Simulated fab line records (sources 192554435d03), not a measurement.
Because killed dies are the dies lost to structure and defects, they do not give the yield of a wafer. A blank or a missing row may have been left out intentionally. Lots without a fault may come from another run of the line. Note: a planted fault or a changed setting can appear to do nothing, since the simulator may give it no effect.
Split-lot study / flow n5_finfet / 7 lots, 21 wafers read, on a route of 1938 steps

## THE SPLIT ITSELF
At N5_FIN_SAQP_PECVD_06 (deposits a-Si from SiH4/He, target thk 60 nm, time 48.1 s), the setting time_s was moved away from the recipe's 48.1 s on 9 of the 21 wafers read, by -13.6% to +14.9%. All remaining wafers had this setting at the recipe value.

## FROM THE SPLIT TO THE READING: what the file shows between them, 7 steps
- N5_FIN_SAQP_THK_MEAS_07
- N5_FIN_SAQP_EXPOSE_13: exposes mask FIN CORE, target cd 35.6 nm (also split here: dose_mj)
- N5_FIN_SAQP_PEB_14: peb time 60 s
- N5_FIN_SAQP_DEVELOP_15: develop time 30 s
- N5_FIN_SAQP_CD_MEAS_16: target cd 35.6 nm
- N5_FIN_SAQP_HM_OPEN_73: chemistry CHF3/O2, target SiO2, stops on a-Si, target depth 12 nm, time 16.8 s
- N5_FIN_SAQP_STRIP_74: strips in CHF3/O2

## THE READING
oes_product_au, in a.u., at N5_FIN_SAQP_MANDREL_ETCH_22 (etches a-Si in HBr/Cl2, stops on SiNx, target depth 60 nm, bt time 10 s, time 30 s). On this fab line, fault-free wafers typically give 0.769 a.u. with a standard deviation of 0.015 a.u.

wafer=L074.2; tool, chamber at the split=pecvd-04, 2; time_s as run, s=48.1; against the recipe=recipe; oes_product_au, a.u.=0.749; against lot-mates on the recipe=-
wafer=L074.3; tool, chamber at the split=pecvd-04, 1; time_s as run, s=48.1; against the recipe=recipe; oes_product_au, a.u.=0.776; against lot-mates on the recipe=-
wafer=L074.4; tool, chamber at the split=pecvd-04, 0; time_s as run, s=48.1; against the recipe=recipe; oes_product_au, a.u.=0.801; against lot-mates on the recipe=-
wafer=L077.3; tool, chamber at the split=pecvd-01, 1; time_s as run, s=48.1; against the recipe=recipe; oes_product_au, a.u.=0.747; against lot-mates on the recipe=-
wafer=L077.4; tool, chamber at the split=pecvd-01, 2; time_s as run, s=48.1; against the recipe=recipe; oes_product_au, a.u.=0.783; against lot-mates on the recipe=-
wafer=L077.6; tool, chamber at the split=pecvd-01, 1; time_s as run, s=54.27; against the recipe=+12.8%; oes_product_au, a.u.=0.819; against lot-mates on the recipe=+0.054
wafer=L080.1; tool, chamber at the split=pecvd-03, 2; time_s as run, s=48.1; against the recipe=recipe; oes_product_au, a.u.=0.742; against lot-mates on the recipe=-
wafer=L080.3; tool, chamber at the split=pecvd-03, 1; time_s as run, s=44.79; against the recipe=-6.9%; oes_product_au, a.u.=0.736; against lot-mates on the recipe=-0.006
wafer=L080.5; tool, chamber at the split=pecvd-03, 2; time_s as run, s=44.79; against the recipe=-6.9%; oes_product_au, a.u.=0.713; against lot-mates on the recipe=-0.029
wafer=L082.1; tool, chamber at the split=pecvd-01, 0; time_s as run, s=52.5; against the recipe=+9.1%; oes_product_au, a.u.=0.787; against lot-mates on the recipe=+0.003
wafer=L082.2; tool, chamber at the split=pecvd-01, 1; time_s as run, s=52.5; against the recipe=+9.1%; oes_product_au, a.u.=0.787; against lot-mates on the recipe=+0.003
wafer=L082.3; tool, chamber at the split=pecvd-01, 2; time_s as run, s=48.1; against the recipe=recipe; oes_product_au, a.u.=0.784; against lot-mates on the recipe=-
wafer=L087.2; tool, chamber at the split=pecvd-03, 1; time_s as run, s=48.1; against the recipe=recipe; oes_product_au, a.u.=0.759; against lot-mates on the recipe=-
wafer=L087.5; tool, chamber at the split=pecvd-03, 1; time_s as run, s=52.7; against the recipe=+9.6%; oes_product_au, a.u.=0.825; against lot-mates on the recipe=+0.067
wafer=L087.6; tool, chamber at the split=pecvd-03, 2; time_s as run, s=48.1; against the recipe=recipe; oes_product_au, a.u.=0.756; against lot-mates on the recipe=-
wafer=L095.2; tool, chamber at the split=pecvd-01, 0; time_s as run, s=48.1; against the recipe=recipe; oes_product_au, a.u.=0.774; against lot-mates on the recipe=-
wafer=L095.4; tool, chamber at the split=pecvd-01, 1; time_s as run, s=48.1; against the recipe=recipe; oes_product_au, a.u.=0.773; against lot-mates on the recipe=-
wafer=L095.5; tool, chamber at the split=pecvd-01, 0; time_s as run, s=55.29; against the recipe=+14.9%; oes_product_au, a.u.=0.850; against lot-mates on the recipe=+0.076
wafer=L096.2; tool, chamber at the split=pecvd-01, 2; time_s as run, s=41.54; against the recipe=-13.6%; oes_product_au, a.u.=0.682; against lot-mates on the recipe=-0.098
wafer=L096.4; tool, chamber at the split=pecvd-01, 2; time_s as run, s=48.1; against the recipe=recipe; oes_product_au, a.u.=0.780; against lot-mates on the recipe=-
wafer=L096.6; tool, chamber at the split=pecvd-01, 0; time_s as run, s=41.54; against the recipe=-13.6%; oes_product_au, a.u.=0.708; against lot-mates on the recipe=-0.072

FIT RESULTS
A straight line over all 21 wafers: oes_product_au changes by +0.00486 a.u. for each +1% of time_s; r = +0.90; the points scatter about the line by 0.018 a.u.
The same after taking each lot's own level away (the mean of its wafers on the recipe; 21 wafers): +0.00462 a.u. for each +1%; r = +0.87; scatter 0.02 a.u.
On that fit, the largest move of time_s shifts the reading by 0.069 a.u.
Across the lots, their own levels run from 0.7420 to 0.7840 a.u., a range of 2.8 times the standard deviation given above.
The two slopes agree, so the slope changes little with the lot-to-lot level.
Check: for one of the wafers moved furthest among these (+14.9%), held out of the fit, the line's prediction against its lot-mates is +0.0626 a.u. Against them it came out at +0.0765 a.u.

## OTHER SPLITS APPLIED TO THESE WAFERS
Other splits were also applied to these wafers ahead of the reading. Each is held against what the fit with the lots' levels taken away leaves over:
other split on the same wafers=N5_WELL_APT_PEB_06 peb_time_s; wafers away from the commonest value=6; r with oes_product_au (lot level and that fit taken away)=-0.33
other split on the same wafers=N5_WELL_APT_DEVELOP_07 develop_time_s; wafers away from the commonest value=6; r with oes_product_au (lot level and that fit taken away)=+0.27
other split on the same wafers=N5_WELL_APT_COAT_19 spin_rpm; wafers away from the commonest value=6; r with oes_product_au (lot level and that fit taken away)=-0.21
other split on the same wafers=N5_WELL_APT_PEB_23 peb_temp_c; wafers away from the commonest value=5; r with oes_product_au (lot level and that fit taken away)=-0.13
other split on the same wafers=N5_FIN_SAQP_EXPOSE_13 dose_mj; wafers away from the commonest value=8; r with oes_product_au (lot level and that fit taken away)=+0.01

## THE WHOLE CHAIN: every reading that the file lists as answering this split, in the file's order
step=N5_FIN_SAQP_PECVD_06; what it does=deposits a-Si from SiH4/He, target thk 60 nm, time 48.1 s; reading=a-Si_of_FIN_SAQP_PECVD_06.thk_nm (the simulator's own value, which no gauge read); change (the file's fit)=+0.653 nm for each +1% of the setting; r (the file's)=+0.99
step=N5_FIN_SAQP_THK_MEAS_07; what it does=; reading=thk_nm; change (the file's fit)=withheld for each +1% of the setting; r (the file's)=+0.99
step=N5_FIN_SAQP_MANDREL_ETCH_22; what it does=etches a-Si in HBr/Cl2, stops on SiNx, target depth 60 nm, bt time 10 s, time 30 s; reading=oes_product_au; change (the file's fit)=+0.00476 a.u. for each +1% of the setting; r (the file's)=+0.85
step=N5_FIN_SAQP_MANDREL_ETCH_22; what it does=etches a-Si in HBr/Cl2, stops on SiNx, target depth 60 nm, bt time 10 s, time 30 s; reading=etch.depth_nm (the simulator's own value, which no gauge read); change (the file's fit)=+0.652 nm for each +1% of the setting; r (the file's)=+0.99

## THE FILE'S OWN FIT
oes_product_au changes by +0.00476 a.u. for each +1% of time_s, r = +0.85.
